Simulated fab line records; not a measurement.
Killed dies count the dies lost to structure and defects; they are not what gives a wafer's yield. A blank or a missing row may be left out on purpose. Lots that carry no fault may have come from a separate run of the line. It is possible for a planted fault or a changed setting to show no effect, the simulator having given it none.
Chamber matching    flow n5 finfet    rie diel-06 running N5_BEOL_M1_DESCUM_16: 4 sister chambers
The step chemistry O2, time 7 s. 24 wafers are shown with their chamber, then 12 later ones without.

## WAFERS PAIRED WITH THEIR CHAMBERS
wafer   chamber  showerhead plenum p Torr (Torr)  drypump motor current A (A)  throttle valve pct (%)
L075.3  3        2.00                             5.2                          20.60
L075.4  1        2.18                             5.7                          20.31
L075.5  3        2.00                             5.2                          20.60
L078.1  2        2.03                             6.7                          20.44
L078.3  0        2.20                             5.7                          20.51
L078.4  3        2.00                             5.2                          20.59
L081.1  0        2.20                             5.7                          20.52
L081.3  3        2.00                             5.2                          20.61
L081.6  0        2.20                             5.7                          20.52
L082.1  1        2.18                             5.7                          20.35
L082.3  2        2.02                             6.8                          20.46
L082.4  0        2.20                             5.7                          20.53
L083.2  0        2.20                             5.7                          20.52
L083.3  3        2.00                             5.1                          20.61
L083.6  1        2.18                             5.7                          20.34
L085.1  3        2.00                             5.1                          20.61
L085.2  2        2.02                             6.7                          20.45
L085.6  0        2.20                             5.7                          20.54
L086.3  1        2.18                             5.7                          20.38
L086.4  0        2.20                             5.7                          20.56
L086.5  0        2.20                             5.8                          20.54
L087.3  2        2.02                             6.7                          20.44
L087.4  3        2.00                             5.2                          20.62
L087.5  2        2.02                             6.7                          20.47

SIGNATURES, as means of the wafers listed above
reading                   chamber 0  chamber 1  chamber 2  chamber 3  scatter within a chamber
showerhead plenum p Torr  2.2000     2.1800     2.0220     2.0000     0.002
drypump motor current A   5.713      5.700      6.720      5.171      0.0394
throttle valve pct        20.5300    20.3450    20.4520    20.6057    0.0167
Rule: distance of a wafer from a chamber = root of the sum over the readings of ((wafer's reading minus chamber's mean) / reading's scatter) squared. The wafer belongs to the nearest chamber; if the next one is less than 2 further off, it can't be placed. The scatter: the root of (the sum of the squares of (reading less its chamber's mean) over the shown wafers, divided by (wafers less chambers)).

## WAFERS WITHOUT THEIR CHAMBER
wafer   showerhead plenum p Torr (Torr)  drypump motor current A (A)  throttle valve pct (%)
L088.1  2.17                             5.7                          20.35
L088.2  2.02                             6.7                          20.49
L088.5  2.17                             5.7                          20.35
L089.2  2.19                             5.7                          20.55
L089.5  2.17                             5.7                          20.37
L089.6  2.02                             6.7                          20.48
L095.4  2.19                             5.7                          20.56
L095.5  1.99                             5.2                          20.65
L095.6  2.02                             6.7                          20.49
L097.2  2.19                             5.7                          20.58
L097.4  1.99                             5.2                          20.67
L097.5  2.17                             5.7                          20.41

## WHICH CHAMBER EACH WENT THROUGH
wafer   from the rows above  in truth
L088.1  1                    1
L088.2  2                    2
L088.5  1                    1
L089.2  0                    0
L089.5  1                    1
L089.6  2                    2
L095.4  0                    0
L095.5  3                    3
L095.6  2                    2
L097.2  0                    0
L097.4  3                    3
L097.5  1                    1
12 of 12 placed correctly. From these rows, 0 cannot be placed. 0 placed wrongly.
